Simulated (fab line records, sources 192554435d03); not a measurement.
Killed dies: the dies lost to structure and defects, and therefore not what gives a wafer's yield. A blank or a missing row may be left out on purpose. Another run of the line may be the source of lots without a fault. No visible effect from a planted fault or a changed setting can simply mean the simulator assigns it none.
Chamber matching + flow n5 finfet + N5_BEOL_M11_VIA_ETCH_34 on rie diel-05 has 4 sister chambers
The step etches SiCOH lowk in C4F6/O2, target depth 184.5 nm, time 69.2 s. 20 wafers are shown with their chamber, then 10 later ones without.

WAFERS PAIRED WITH THEIR CHAMBERS
| wafer  | chamber | drypump motor current A (A) | rf vpp V (V) | throttle valve pct (%) |
|--------|---------|-----------------------------|--------------|------------------------|
| L075.2 | 1       | 5.5                         | 684          | 20.51                  |
| L075.4 | 2       | 5.8                         | 669          | 21.08                  |
| L075.6 | 3       | 5.4                         | 643          | 21.02                  |
| L076.3 | 0       | 6.1                         | 665          | 20.52                  |
| L076.4 | 2       | 5.8                         | 668          | 21.09                  |
| L076.6 | 0       | 6.0                         | 663          | 20.51                  |
| L084.2 | 1       | 5.5                         | 683          | 20.52                  |
| L084.3 | 2       | 5.8                         | 670          | 21.11                  |
| L084.6 | 1       | 5.5                         | 683          | 20.52                  |
| L083.1 | 0       | 6.0                         | 664          | 20.55                  |
| L083.4 | 1       | 5.5                         | 682          | 20.54                  |
| L083.5 | 2       | 5.8                         | 670          | 21.10                  |
| L085.3 | 1       | 5.5                         | 682          | 20.54                  |
| L085.5 | 2       | 5.8                         | 668          | 21.12                  |
| L085.6 | 1       | 5.5                         | 682          | 20.56                  |
| L088.1 | 3       | 5.4                         | 644          | 21.06                  |
| L088.5 | 0       | 6.1                         | 665          | 20.56                  |
| L088.6 | 3       | 5.4                         | 642          | 21.06                  |
| L086.2 | 2       | 5.8                         | 669          | 21.13                  |
| L086.3 | 1       | 5.5                         | 682          | 20.56                  |

SIGNATURES (means of the wafers above)
| reading                 | chamber 0 | chamber 1 | chamber 2 | chamber 3 | scatter within a chamber |
|-------------------------|-----------|-----------|-----------|-----------|--------------------------|
| drypump motor current A | 6.050     | 5.500     | 5.800     | 5.400     | 0.025                    |
| rf vpp V                | 664.25    | 682.57    | 669.00    | 643.00    | 0.883                    |
| throttle valve pct      | 20.5350   | 20.5357   | 21.1050   | 21.0467   | 0.0207                   |
Rule: distance of a wafer from a chamber = root of the sum over the readings of ((wafer's reading minus chamber's mean) / reading's scatter) squared. If the next closest chamber is less than 2 further off than the closest, the wafer can't be placed; otherwise it belongs to the closest. How the scatter is found: for the shown wafers, subtract from each reading the mean of its chamber, square and add these, divide the total by (wafers less chambers), then take the root.

WAFERS WITH NO CHAMBER GIVEN
| wafer  | drypump motor current A (A) | rf vpp V (V) | throttle valve pct (%) |
|--------|-----------------------------|--------------|------------------------|
| L086.6 | 5.5                         | 683          | 20.55                  |
| L093.2 | 6.1                         | 664          | 20.57                  |
| L093.5 | 6.1                         | 664          | 20.58                  |
| L093.6 | 5.4                         | 642          | 21.07                  |
| L097.2 | 5.8                         | 668          | 21.13                  |
| L097.4 | 6.1                         | 665          | 20.57                  |
| L097.5 | 5.8                         | 669          | 21.15                  |
| L096.3 | 5.5                         | 642          | 21.06                  |
| L096.4 | 6.1                         | 664          | 20.60                  |
| L096.5 | 5.5                         | 682          | 20.57                  |

EACH ONE'S CHAMBER
| wafer  | from the rows above | in truth |
|--------|---------------------|----------|
| L086.6 | 1                   | 1        |
| L093.2 | 0                   | 0        |
| L093.5 | 0                   | 0        |
| L093.6 | 3                   | 3        |
| L097.2 | 2                   | 2        |
| L097.4 | 0                   | 0        |
| L097.5 | 2                   | 2        |
| L096.3 | 3                   | 3        |
| L096.4 | 0                   | 0        |
| L096.5 | 1                   | 1        |
Placed correctly: 10 of 10. Can't be placed from these rows: 0. Placed wrongly: 0.
